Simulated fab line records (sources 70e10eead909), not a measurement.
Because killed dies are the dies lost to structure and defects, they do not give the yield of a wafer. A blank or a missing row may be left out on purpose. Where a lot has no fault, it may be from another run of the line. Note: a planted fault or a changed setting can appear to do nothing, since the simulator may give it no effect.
Comparing a struck lot with a sound one || flow nandHarc || 14 out of 1302 route steps
Sound: these wafers, L689.2, L689.3, L689.4. Struck: wafers L698.1, L698.5. (L698.4 of the same lot was not struck and is left out.) The cause comes at the end.
Per side, at each step with rows, come the tool, then ch with its chambers, and then its first start. Under that, the readings that differ: sound wafers || struck wafers || difference of the means || sigmas: that difference in standard deviations of wafers without a fault.
alike: same words and numbers on both sides, and readings whose means sit less than 2 such deviations apart. not compared: any withheld reading, any reading some wafer has no value for, any bound like >300 that may hide the same value, and any number with overlapping values for which the record gives no deviation.
Wherever a step has rows on one side only, a row that says differs or no value, or a row with sigmas, the two part there. Non-overlapping numbers with no deviation appear without sigmas and do not part them. Lack of a reading on every wafer of one side parts them only where that side has two or more wafers.

first, 8 steps without rows for these wafers: NHARC_P_M1_HMDS_02 (time 30 s); NHARC_P_M1_COAT_34 (time 65 s); NHARC_P_M1_COAT_03 (resist thk 90 nm); NHARC_P_M1_SOFTBAKE_04 (time 55 s); NHARC_P_M1_EBR_05; NHARC_P_M1_EXPOSE_06 (exposes mask P M1, target cd 130 nm); NHARC_P_M1_PEB_07 (peb time 65 s); NHARC_P_M1_DEVELOP_08 (develop time 35 s).
NHARC_P_M1_CD_MEAS_09: the cd target is 130 nm.
  sound on cdSem-03 ch 0, day 8 23:49; struck on cdSem-02 ch 0, day 12 21:44
  alike: cdNm
NHARC_P_M1_OVL_MEAS_10: pitch 260 nm.
  sound on overlay-01, day 8 23:55; struck on overlay-01, day 12 21:50
  alike: overlayXNm, overlayYNm
NHARC_P_M1_INSPECT_11:
  sound on defectInspect-02, day 8 23:57; struck on defectInspect-02, day 12 21:52
  alike: rawDefectCount
NHARC_P_M1_DESCUM_14: chemistry O2, time 3 s.
  sound on rieDiel-11 ch 0,1,3, day 9 00:01; struck on rieDiel-10 ch 0, day 12 21:56
{"reading": "showerheadPlenumPTorr (Torr)", "sound": "1.79 1.86 1.79", "struck": "2.06 2.06", "difference": "+0.25", "sigmas": "+2"}
  alike: drypumpMotorCurrentA, mfcArSccm, oesProductAu, rfVppV, throttleValvePct
  not compared: rfHoursCounterH
NHARC_P_M1_ETCH_35: etches the open film in N2/H2, target depth 40 nm, overetch 12 nm, time 43.94 s.
  sound on rieDiel-11 ch 0,1,2, day 9 00:05; struck on rieDiel-10 ch 0, day 12 22:01
{"reading": "runLengthS (s)", "sound": "64.6 64.9 66.0", "struck": "52.3 52.0", "difference": -13.0, "sigmas": -24}
  alike: drypumpMotorCurrentA, mfcArSccm, oesProductAu, rfVppV, showerheadPlenumPTorr, throttleValvePct
  not compared: rfHoursCounterH
NHARC_P_M1_ETCH_15: etches the open film in C4F8/Ar, target depth 182.5 nm, time 91.2 s.
  sound on rieDiel-11 ch 0,1,2; struck on rieDiel-10 ch 2
  alike: oesProductAu, rfVppV, runLengthS
  not compared: rfHoursCounterH

## WHERE THEY PART
Earliest at NHARC_P_M1_DESCUM_14; latest, in this record, at NHARC_P_M1_ETCH_35. Later steps at which nothing parts them and some readings are alike: NHARC_P_M1_ETCH_15.

WHY: whatever the simulator had introduced
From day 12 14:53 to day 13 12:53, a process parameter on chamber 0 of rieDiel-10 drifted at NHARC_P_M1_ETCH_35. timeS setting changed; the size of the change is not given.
